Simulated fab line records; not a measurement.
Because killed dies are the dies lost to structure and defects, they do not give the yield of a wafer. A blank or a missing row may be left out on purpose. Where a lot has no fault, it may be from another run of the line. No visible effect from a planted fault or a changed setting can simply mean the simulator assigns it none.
Chamber matching | flow n5_finfet | N5_BEOL_M14_ETCH_67 on rie_diel-02: 4 sister chambers
The step etches SiARC in CF4, target depth 143 nm, time 238.3 s. 4 wafers are shown with their chamber, then 7 later ones without.

== WAFERS, EACH WITH ITS CHAMBER ==
wafer  | chamber | drypump_motor_current_A (A)
L088.1 | 3       | 4.9
L087.4 | 1       | 5.2
L090.1 | 2       | 5.8
L090.2 | 0       | 6.2

== WAFERS WHOSE CHAMBER IS MISSING ==
wafer  | drypump_motor_current_A (A)
L090.4 | 5.8
L093.1 | 6.1
L093.2 | 5.2
L093.5 | 5.2
L092.1 | 6.1
L092.3 | 4.9
L092.4 | 5.8

== EACH ONE'S CHAMBER ==
wafer  | from the rows above | in truth
L090.4 | 2                   | 2
L093.1 | 0                   | 0
L093.2 | 1                   | 1
L093.5 | 1                   | 1
L092.1 | 0                   | 0
L092.3 | 3                   | 3
L092.4 | 2                   | 2
Correctly placed: 7 of 7. Can't be placed from these rows: 0. Placed wrongly: 0.
How it was worked out, from the rows above alone: a wafer's distance from a chamber is the root of the sum, over the readings, of the square of ((its reading less the chamber's mean) divided by the reading's scatter). The wafer belongs to the nearest chamber; if the next one is less than 2 further off, it can't be placed. A chamber's mean is the mean of its shown wafers. The scatter: root of mean squared gap, hidden wafer to nearest shown wafer, with one shown wafer a chamber.
